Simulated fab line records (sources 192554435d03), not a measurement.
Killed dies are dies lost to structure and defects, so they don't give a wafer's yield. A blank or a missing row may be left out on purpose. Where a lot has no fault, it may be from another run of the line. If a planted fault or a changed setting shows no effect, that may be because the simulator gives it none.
The tool behind it: which one? :: flow n5Finfet :: 26 wafers from 9 lots sampled at 3 of the route's 1938 steps

## WHAT EACH GAUGE READ, for each wafer
N5_BEOL_M0_SAQP_INSPECT_42: inspects for defects (brightfield).
lot: L259
measured: day 5 15:47
on: defectInspect-01
rawDefectCount: 268 290

lot: L265
measured: day 7 07:04
on: defectInspect-01
rawDefectCount: 285 219 331

lot: L270
measured: day 8 08:55
on: defectInspect-01
rawDefectCount: 1300 1325 1408

lot: L271
measured: day 8 18:15
on: defectInspect-01
rawDefectCount: 1388 1312 1291

lot: L272
measured: day 9 10:07
on: defectInspect-02
rawDefectCount: 238 196 254

lot: L274
measured: day 9 19:20
on: defectInspect-01
rawDefectCount: 445 315 421

lot: L275
measured: day 10 01:46
on: defectInspect-01
rawDefectCount: 230 436 246

lot: L277
measured: day 10 18:58
on: defectInspect-02
rawDefectCount: 177 150 227

lot: L281
measured: day 11 04:27
on: defectInspect-01
rawDefectCount: 235 253 214

## TOOL THAT RAN EACH LOT (tool first, then ch and the chambers of the sampled wafers, then the start)
lot: L259
N5_BEOL_M0_SAQP_SPACER1_ALD_98: aldSin-04 ch 0,3, day 5 12:28
N5_BEOL_M0_SAQP_ETCH_107: rieDiel-03 ch 0,1, day 5 13:56

lot: L265
N5_BEOL_M0_SAQP_SPACER1_ALD_98: aldSin-04 ch 0,1,2, day 7 03:32
N5_BEOL_M0_SAQP_ETCH_107: rieDiel-03 ch 1,2, day 7 04:59

lot: L270
N5_BEOL_M0_SAQP_SPACER1_ALD_98: aldSin-04 ch 0,1,3, day 8 06:04
N5_BEOL_M0_SAQP_ETCH_107: rieDiel-02 ch 0,1,2, day 8 07:31

lot: L271
N5_BEOL_M0_SAQP_SPACER1_ALD_98: aldSin-04 ch 1,2,3, day 8 15:10
N5_BEOL_M0_SAQP_ETCH_107: rieDiel-03 ch 0,1, day 8 16:37

lot: L272
N5_BEOL_M0_SAQP_SPACER1_ALD_98: aldSin-02 ch 2,3, day 9 07:10
N5_BEOL_M0_SAQP_ETCH_107: rieDiel-01 ch 2,3, day 9 08:36

lot: L274
N5_BEOL_M0_SAQP_SPACER1_ALD_98: aldSin-03 ch 0,2, day 9 15:10
N5_BEOL_M0_SAQP_ETCH_107: rieDiel-03 ch 0,2,3, day 9 16:38

lot: L275
N5_BEOL_M0_SAQP_SPACER1_ALD_98: aldSin-02 ch 0,2,3, day 9 22:21
N5_BEOL_M0_SAQP_ETCH_107: rieDiel-03 ch 1,2,3, day 10 00:10

lot: L277
N5_BEOL_M0_SAQP_SPACER1_ALD_98: aldSin-03 ch 0,1,3, day 10 15:19
N5_BEOL_M0_SAQP_ETCH_107: rieDiel-01 ch 2,3, day 10 17:11

lot: L281
N5_BEOL_M0_SAQP_SPACER1_ALD_98: aldSin-02 ch 0,3, day 11 01:31
N5_BEOL_M0_SAQP_ETCH_107: rieDiel-02 ch 0,1,3, day 11 03:04
- N5_BEOL_M0_SAQP_SPACER1_ALD_98: deposits SiO2, target thk 12.8 nm, pulse time 1 s, purge time 2 s.
- N5_BEOL_M0_SAQP_ETCH_107: etches SiNx in CH3F/O2, target depth 30 nm.

## THE ANSWER, worked out from the rows above alone
Rule: the usual values come from the lots themselves. Put in order of their means at a reading, lots are off if they are a third of the lots or fewer, leave a main group of 4 or more, and stand apart from it by a gap of 3 or more times the standard deviation of the main group's means; of several such gaps the widest counts. A main group whose means are all the same, to the digits that the tables above print for the reading, isn't used. Also off: a lot with no number at a reading for which 4 or more lots have one. Any other lot the step has rows for is counted as sound.
Off: L270, L271 (N5_BEOL_M0_SAQP_INSPECT_42, rawDefectCount). The main group: mean 272, standard deviation 62.
If a tool, at a process step before that reading, ran all the lots that are off and no sound lot after the first of them, it fits. Gauges at N5_BEOL_M0_SAQP_INSPECT_42: tried the same way as those tools. One fits: aldSin-04 at N5_BEOL_M0_SAQP_SPACER1_ALD_98. Its last sound lot is L265 (day 7 03:32), its first lot that is off L270 (day 8 06:04): a fault that began between those two fits.

## WHAT THE SIMULATOR PUT IN
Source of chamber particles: aldSin-04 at N5_BEOL_M0_SAQP_SPACER1_ALD_98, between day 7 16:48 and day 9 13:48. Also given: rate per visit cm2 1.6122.
Shown lots that were struck: L270, L271. The rule above reached the same finding.
